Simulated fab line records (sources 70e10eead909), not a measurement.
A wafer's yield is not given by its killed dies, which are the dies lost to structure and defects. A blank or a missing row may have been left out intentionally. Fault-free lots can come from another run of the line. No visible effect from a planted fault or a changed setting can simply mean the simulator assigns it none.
fab line records    flow nand-harc
record lots=15  wafers=43  last-day=25
route steps=1159 shown P_ZERO_WELL@18 P_GATE@131
lots untouched by any fault: they come from a run of this same line in which no faults occurred
start-h: start of the lot's first displayed wafer, in hours after the record's first day    wait-h: hours elapsed since this lot's preceding step    " as in the row above    L1.1+2: several wafers, shown together as one row    - value missing, or start not given    * or withheld: withheld    < > ~ a bound
route shown NAME@n: NAME is a module with steps in the file, n the number in the route of the first one    usual: mean/standard deviation taken from wafers without a fault    same: alike in all rows    chamber/n: place in a boat    sites: readings site by site    _std_site: the standard deviation of these    _edge_site: mean of outer sites minus mean of inner sites    radius-mm: how far each site lies from the wafer's centre    mask NAME#n: copy n    behind: the last tool/chamber to shape the wafer    hold: reason for holding the lot/hours on hold/outcome of the hold    device: names the non-switching transistor (n, p or np)    end of line: tests run on the same wafers once the route is complete    for a step that has no rows: nothing shown but its recipe    killed: the dies lost at the first sort to structure and to defects; this is not the yield of the wafer    map: shows each die of a wafer: x if killed, . if not, _ if none is there
set.NAME: the setting the step ran with; set.NAME@STEP: the setting that earlier step ran with    model.NAME: the simulator's own value behind a step, which no gauge read
steps of the route over a sample of lots; a table a step, a row a wafer
services: the hour from which a tool's chamber was out of use, counted from the record's first day as start-h (under 0 if before that day), plus the number of hours and why
## steps
# step NHARC_P_ZERO_WELL_ETCH_62
# recipe target-depth-a=130  time-s=6.5  chf3-flow-sccm=50  ar-flow-sccm=200  rf-w=500  bias-w=200  chemistry=CHF3/Ar
# usual drypump-motor-current-A=5.7/0.45  oes-product-au=0.962/0.022  rf-vpp-V=370.2/1.9  showerhead-plenum-p-Torr=2.33/0.081  throttle-valve-pct=20.216/0.0087
lot.wafer  tool         chamber  start-h  wait-h  drypump-motor-current-A  oes-product-au  rf-hours-counter-h  rf-vpp-V  showerhead-plenum-p-Torr  throttle-valve-pct
L431.2     rie-diel-07  2        -        -       6.0                      0.952           6                   367.5     2.23                      20.215
L431.4     "            3        "        "       5.8                      0.972           6                   369.7     2.28                      20.211
L431.6     "            3        "        "       5.8                      0.973           -                   367.7     2.28                      20.208
L435.3     rie-diel-12  0        -        -       6.0                      0.953           0                   370.6     2.41                      20.211
L435.6     "            2        "        "       5.0                      0.991           -                   370.4     2.31                      20.224
L436.4     rie-diel-12  0        -        -       6.0                      0.977           0                   369.6     2.41                      20.222
L436.5     "            0        "        "       6.0                      0.972           -                   372.4     2.41                      20.218
L437.2     rie-diel-06  2        -        -       6.1                      0.948           11                  368.0     2.25                      20.204
L437.1     "            3        "        "       5.2                      0.977           12                  372.2     2.41                      20.210
L437.3     "            0        "        "       5.0                      0.973           12                  370.6     2.39                      20.224
L443.2     rie-diel-06  3        -        -       5.2                      0.973           1                   372.8     2.41                      20.211
L443.1     "            0        "        "       5.0                      0.981           1                   372.4     2.38                      20.215
L443.6     "            1        "        "       5.7                      0.963           -                   366.7     2.23                      20.233
L444.1     rie-diel-07  1        -        -       5.6                      0.961           2                   370.1     2.33                      20.218
L444.4     "            3        "        "       5.9                      0.963           1                   367.8     2.28                      20.206
L444.6     "            1        "        "       5.6                      0.961           -                   369.8     2.33                      20.215
L446.4     rie-diel-06  1        -        -       5.7                      0.950           2                   368.5     2.23                      20.209
L446.1     "            0        "        "       5.0                      0.985           2                   371.5     2.38                      20.212
L446.5     "            1        "        "       5.7                      0.944           -                   367.2     2.23                      20.217
L447.3     rie-diel-06  0        -        -       5.0                      1.008           2                   371.3     2.38                      20.229
L447.2     "            1        "        "       5.7                      0.953           3                   368.9     2.23                      20.216
L447.6     "            0        "        "       5.0                      1.010           -                   371.1     2.38                      20.219
L448.3     rie-diel-07  2        -        -       6.0                      0.961           4                   368.9     2.23                      20.217
L448.2     "            3        "        "       5.9                      0.958           4                   369.3     2.28                      20.226
L448.5     "            2        "        "       6.0                      0.966           -                   367.2     2.23                      20.215
L449.3     rie-diel-07  0        -        -       5.2                      0.982           4                   372.1     2.46                      20.211
L449.6     "            2        "        "       6.0                      0.969           -                   367.3     2.23                      20.217
L449.5     "            3        "        "       5.9                      0.969           -                   369.2     2.28                      20.215
L450.2     rie-diel-12  0        -        -       6.0                      0.957           6                   373.1     2.41                      20.226
L450.4     "            1        "        "       6.5                      0.967           7                   371.9     2.44                      20.202
L450.5     "            3        "        "       6.2                      0.946           -                   368.3     2.32                      20.222
L451.2     rie-diel-06  2        -        -       6.1                      0.933           4                   369.8     2.25                      20.219
L451.3     "            3        "        "       5.2                      0.993           3                   372.0     2.41                      20.209
L451.5     "            2        "        "       6.1                      0.936           -                   368.4     2.25                      20.208
L452.3     rie-diel-06  3        -        -       5.2                      0.986           3                   371.7     2.41                      20.214
L452.1     "            0        "        "       5.0                      1.003           4                   371.2     2.38                      20.218
L452.5     "            3        "        "       5.2                      0.985           -                   372.8     2.41                      20.224
L453.3     rie-diel-07  1        -        -       5.6                      0.973           5                   370.3     2.33                      20.224
L453.5     "            2        "        "       6.0                      0.967           -                   369.3     2.23                      20.203
L453.6     "            1        "        "       5.6                      0.962           -                   372.0     2.33                      20.214
L454.1     rie-diel-12  0        -        -       5.9                      0.962           8                   372.7     2.41                      20.214
L454.6     "            0        "        "       6.0                      0.955           -                   371.2     2.41                      20.211
L454.5     "            1        "        "       6.5                      0.960           -                   371.8     2.44                      20.215
# step NHARC_P_GATE_HM_DEP_102
# recipe target-thk-a=1200  temp-c=400  material=aC
# usual throttle-valve-pct=34.999/0.0097
lot.wafer  tool        chamber  start-h  wait-h  throttle-valve-pct
L431.2     acl-dep-02  0        82.19    1.8     35.008
L431.4     "           0        "        "       34.992
L431.6     "           0        "        "       34.992
L435.3     acl-dep-01  0        109.95   0.6     35.012
L435.6     "           0        "        "       34.978
L436.4     acl-dep-03  0        118.61   0.7     35.018
L436.5     "           0        "        "       35.018
L437.1     acl-dep-02  0        126.89   0.5     35.013
L437.2     "           0        "        "       35.001
L437.3     "           0        "        "       35.007
L443.1     acl-dep-03  0        162.77   0.4     35.006
L443.2     "           0        "        "       35.006
L443.6     "           0        "        "       35.005
L444.1     acl-dep-02  0        162.78   0.4     35.001
L444.4     "           0        "        "       35.005
L444.6     "           0        "        "       35.001
L446.1     acl-dep-01  0        177.38   0.4     35.001
L446.4     "           0        "        "       34.990
L446.5     "           0        "        "       35.004
L447.2     acl-dep-03  0        177.45   0.5     35.010
L447.3     "           0        "        "       34.989
L447.6     "           0        "        "       35.005
L448.2     acl-dep-02  0        190.85   0.6     35.005
L448.3     "           0        "        "       35.004
L448.5     "           0        "        "       35.001
L449.3     acl-dep-03  0        190.86   0.6     34.985
L449.5     "           0        "        "       35.004
L449.6     "           0        "        "       34.995
L450.2     acl-dep-01  0        200.17   0.5     35.001
L450.4     "           0        "        "       34.983
L450.5     "           0        "        "       34.988
L451.2     acl-dep-03  0        206.96   0.5     34.985
L451.3     "           0        "        "       35.005
L451.5     "           0        "        "       34.985
L452.1     acl-dep-01  0        215.42   1.2     35.018
L452.3     "           0        "        "       35.008
L452.5     "           0        "        "       34.987
L453.3     acl-dep-03  0        221.67   2.7     34.973
L453.5     "           0        "        "       34.990
L453.6     "           0        "        "       34.994
L454.1     acl-dep-01  0        221.91   3.0     34.999
L454.5     "           0        "        "       34.992
L454.6     "           0        "        "       34.999
# step NHARC_P_GATE_ETCH_114
# recipe target-depth-a=300  overetch-a=30  time-s=16.5  ion-energy-ev=100  cf4-flow-sccm=80  o2-flow-sccm=20  ar-flow-sccm=0  rf-w=300  bias-w=100  chemistry=CF4/O2
# usual drypump-motor-current-A=5.8/0.46  oes-product-au=1.001/0.013  rf-vpp-V=197.5/1.5  showerhead-plenum-p-Torr=1.32/0.059  throttle-valve-pct=13.398/0.0093
lot.wafer  tool         chamber  start-h  wait-h  drypump-motor-current-A  oes-product-au  rf-hours-counter-h  rf-vpp-V  showerhead-plenum-p-Torr  throttle-valve-pct
L431.2     rie-diel-13  0        84       -       6.2                      1.006           57                  196.0     1.28                      13.388
L431.4     "            3        "        "       6.1                      0.995           60                  195.7     1.24                      13.402
L431.6     "            1        "        "       6.0                      0.983           -                   197.6     1.32                      13.381
L435.3     rie-diel-03  1        111      -       5.3                      0.929           14                  199.1     1.43                      13.398
L435.6     "            2        "        "       5.8                      1.008           -                   199.1     1.35                      13.386
L436.4     rie-diel-03  1        120      -       5.3                      1.008           15                  199.5     1.43                      13.390
L436.5     "            1        "        "       5.4                      0.928           -                   199.9     1.43                      13.380
L437.1     rie-diel-03  2        128      -       5.8                      1.014           17                  197.3     1.35                      13.404
L437.2     "            3        "        "       6.5                      0.987           17                  197.5     1.28                      13.398
L437.3     "            1        "        "       5.4                      0.927           16                  200.9     1.43                      13.407
L443.1     rie-diel-13  1        165      -       6.0                      0.997           21                  197.5     1.31                      13.395
L443.2     "            3        "        "       6.1                      0.989           21                  200.6     1.44                      13.397
L443.6     "            1        "        "       6.0                      0.991           -                   196.1     1.31                      13.383
L444.1     rie-diel-13  1        165      -       6.0                      0.991           21                  196.0     1.31                      13.393
L444.4     "            2        "        "       5.0                      0.995           20                  198.6     1.32                      13.398
L444.6     "            3        "        "       6.2                      0.977           -                   200.6     1.44                      13.407
L447.3     rie-diel-08  2        179      -       5.0                      0.975           20                  196.5     1.28                      13.398
L447.2     "            1        "        "       6.0                      1.017           18                  197.0     1.26                      13.382
L447.6     "            3        "        "       5.3                      0.998           -                   197.0     1.25                      13.393
L446.1     rie-diel-13  3        179      -       6.1                      0.988           25                  200.8     1.44                      13.404
L446.4     "            2        "        "       5.0                      0.993           24                  198.2     1.32                      13.401
L446.5     "            3        "        "       6.1                      0.982           -                   200.8     1.44                      13.396
L449.3     rie-diel-03  3        192      -       6.5                      1.011           26                  196.8     1.28                      13.407
L449.6     "            1        "        "       5.4                      1.011           -                   198.9     1.43                      13.396
L449.5     "            2        "        "       5.8                      1.011           -                   197.5     1.35                      13.393
L448.2     rie-diel-13  0        192      -       6.2                      1.006           27                  196.1     1.27                      13.378
L448.3     "            3        "        "       6.1                      0.989           26                  199.4     1.44                      13.407
L448.5     "            1        "        "       6.0                      0.990           -                   197.6     1.31                      13.399
L450.2     rie-diel-03  2        201      -       5.8                      1.014           29                  196.7     1.35                      13.396
L450.4     "            0        "        "       5.9                      1.002           26                  198.4     1.30                      13.387
L450.5     "            3        "        "       6.5                      1.000           -                   196.7     1.28                      13.414
L451.3     rie-diel-03  0        208      -       5.8                      1.001           28                  195.6     1.30                      13.379
L451.2     "            1        "        "       5.4                      1.010           30                  200.6     1.43                      13.393
L451.5     "            0        "        "       5.8                      1.003           -                   196.3     1.30                      13.400
L452.1     rie-diel-08  0        218      -       5.4                      1.002           30                  195.1     1.28                      13.387
L452.3     "            1        "        "       6.0                      1.021           28                  195.7     1.26                      13.384
L452.5     "            3        "        "       5.3                      1.010           -                   194.6     1.25                      13.409
L453.3     rie-diel-13  0        223      -       6.2                      1.006           37                  196.0     1.27                      13.384
L453.5     "            1        "        "       6.0                      0.987           -                   197.4     1.31                      13.409
L453.6     "            2        "        "       5.0                      0.999           -                   197.3     1.32                      13.404
L454.1     rie-diel-08  1        224      -       6.0                      1.029           31                  195.8     1.26                      13.384
L454.5     "            2        "        "       5.0                      0.972           -                   196.1     1.27                      13.407
L454.6     "            3        "        "       5.3                      1.017           -                   197.3     1.25                      13.396
# step NHARC_P_GATE_DESCUM_48
# recipe time-s=3  o2-flow-sccm=200  ar-flow-sccm=0  bias-power-w=0  chemistry=O2
# usual drypump-motor-current-A=5.8/0.46  oes-product-au=1.000/0.012  rf-vpp-V=57.9/0.9  showerhead-plenum-p-Torr=1.90/0.09  throttle-valve-pct=11.311/0.0084
lot.wafer  tool         chamber  start-h  wait-h  drypump-motor-current-A  oes-product-au  rf-hours-counter-h  rf-vpp-V  showerhead-plenum-p-Torr  throttle-valve-pct
L431.2     rie-diel-13  0        97.58    -       6.2                      1.012           62                  58.2      1.83                      11.328
L431.4     "            1        "        "       6.0                      0.980           62                  59.8      1.88                      11.293
L431.6     "            3        "        "       6.1                      0.985           -                   56.6      1.77                      11.304
L435.3     rie-diel-08  0        123.19   -       5.4                      0.986           54                  57.6      1.84                      11.313
L435.6     "            2        "        "       5.0                      0.988           -                   57.9      1.83                      11.313
L436.4     rie-diel-03  0        132.45   -       5.9                      1.006           17                  58.6      1.87                      11.314
L436.5     "            1        "        "       5.4                      1.009           -                   59.9      2.06                      11.313
L437.3     rie-diel-03  3        140.17   -       6.5                      1.000           20                  56.4      1.83                      11.312
L437.1     "            1        "        "       5.4                      1.008           18                  58.1      2.06                      11.311
L437.2     "            2        "        "       5.8                      1.015           19                  59.9      1.94                      11.306
L444.4     rie-diel-13  1        177.34   -       6.0                      0.998           25                  57.5      1.88                      11.303
L444.1     "            2        "        "       5.0                      0.999           24                  56.9      1.89                      11.299
L444.6     "            1        "        "       6.0                      0.992           -                   57.7      1.88                      11.314
L443.1     rie-diel-03  1        177.52   -       5.4                      0.998           25                  58.1      2.06                      11.298
L443.2     "            3        "        "       6.5                      1.006           24                  57.4      1.83                      11.312
L443.6     "            2        "        "       5.8                      1.002           -                   57.3      1.93                      11.316
L447.3     rie-diel-03  2        190.99   -       5.8                      1.011           28                  57.5      1.93                      11.309
L447.2     "            3        "        "       6.5                      1.005           26                  57.7      1.83                      11.310
L447.6     "            1        "        "       5.4                      1.012           -                   58.7      2.05                      11.321
L446.1     rie-diel-03  3        193.26   -       6.5                      1.007           26                  57.3      1.83                      11.292
L446.4     "            1        "        "       5.4                      0.997           27                  58.9      2.05                      11.301
L446.5     "            0        "        "       5.8                      0.995           -                   56.9      1.87                      11.296
L449.3     rie-diel-03  1        204.15   -       5.4                      1.004           28                  58.9      2.05                      11.297
L449.6     "            0        "        "       5.9                      0.990           -                   58.2      1.87                      11.313
L449.5     "            1        "        "       5.4                      1.006           -                   57.9      2.05                      11.317
L448.2     rie-diel-08  3        205.78   -       5.3                      1.027           26                  57.2      1.79                      11.328
L448.3     "            0        "        "       5.4                      1.011           25                  57.7      1.84                      11.317
L448.5     "            2        "        "       5.0                      0.984           -                   56.8      1.83                      11.317
L450.2     rie-diel-13  1        213.49   -       6.0                      0.986           32                  55.9      1.87                      11.291
L450.4     "            2        "        "       5.0                      0.990           31                  57.8      1.89                      11.315
L450.5     "            0        "        "       6.1                      1.000           -                   57.5      1.82                      11.324
L451.2     rie-diel-13  1        220.50   -       6.0                      0.989           35                  57.6      1.87                      11.313
L451.3     "            2        "        "       5.0                      0.984           34                  55.6      1.88                      11.316
L451.5     "            2        "        "       5.0                      0.994           -                   57.9      1.88                      11.324
L452.3     rie-diel-03  1        230.08   -       5.4                      0.997           1                   58.4      2.05                      11.307
L452.1     "            3        "        "       6.5                      1.002           1                   56.5      1.83                      11.321
L452.5     "            0        "        "       5.9                      0.998           -                   58.7      1.87                      11.309
L453.3     rie-diel-13  3        235.61   -       6.1                      0.992           43                  58.2      2.06                      11.311
L453.5     "            2        "        "       5.0                      1.003           -                   57.9      1.88                      11.314
L453.6     "            3        "        "       6.1                      0.991           -                   58.2      2.06                      11.315
L454.1     rie-diel-13  3        235.80   -       6.2                      0.981           43                  59.2      2.06                      11.316
L454.6     "            0        "        "       6.2                      1.010           -                   58.7      1.82                      11.315
L454.5     "            1        "        "       6.0                      0.992           -                   58.1      1.87                      11.320
## services
tool         chamber  start-h  hours  kind
rie-diel-12  2        -9.25    20.6   repair
rie-diel-08  3        10.23    5.7    repair
rie-diel-13  2        32.08    17.1   repair
rie-diel-03  3        33.71    5.0    repair
rie-diel-03  -        38.30    9.0    pm
acl-dep-03   -        42.00    13.0   pm
rie-diel-07  -        51.20    9.0    pm
rie-diel-06  0        55.25    6.2    repair
rie-diel-06  -        61.91    1.8    repair
rie-diel-13  -        63.77    2.0    repair
rie-diel-06  -        64.20    9.0    pm
rie-diel-08  2        82.05    8.5    repair
rie-diel-13  -        99.04    9.0    pm
rie-diel-08  0        107.52   1.8    repair
acl-dep-01   -        113.55   13.0   pm
rie-diel-07  -        127.27   1.9    repair
rie-diel-07  3        143.31   2.9    repair
rie-diel-03  0        146.55   8.5    repair
rie-diel-03  3        147.82   10.4   repair
acl-dep-02   -        170.01   13.0   pm
rie-diel-03  -        215.31   9.0    pm
acl-dep-03   -        223.93   13.0   pm
rie-diel-07  -        228.20   9.0    pm
rie-diel-08  0        230.90   4.1    repair
## key
first-sign step=NHARC_P_GATE_ETCH_114  reading=oes-product-au  direction=down  sigmas=5.7  usual=1.001  struck=0.928
effect none on later readings
met-at NHARC_P_GATE_ETCH_114
struck-lots L435,L436,L437
struck-wafers L435.3,L436.5,L437.3
later-rows-left-out L435.3,L436.5,L437.3
sort-left-out L435.3,L436.5,L437.3
tester-left-out L435,L436,L437
not-acting-at NHARC_P_ZERO_WELL_ETCH_62,NHARC_P_GATE_HM_DEP_102,NHARC_P_GATE_DESCUM_48
fault kind=process-parameter-drift  tool=rie-diel-03  chamber=-  onset-h=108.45  steps=NHARC_P_GATE_ETCH_114  channel=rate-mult  offset=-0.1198  shape=step  end-h=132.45  scope=struck-wafers-only
# tester-left-out: of these lots the tester's yield and bins aren't shown, on N5 and GAA mostly nor the transistor test; their killed dies are dies lost to structure and defects alone, not to doping, threshold or leakage, so they don't give the yield
# sort-left-out: the simulated sort isn't trusted on such a fault, so these wafers' sort isn't shown, and their yield isn't known
# later-rows-left-out: the simulator's readings of these wafers behind a module that went badly wrong aren't trusted and aren't shown, but for the sort
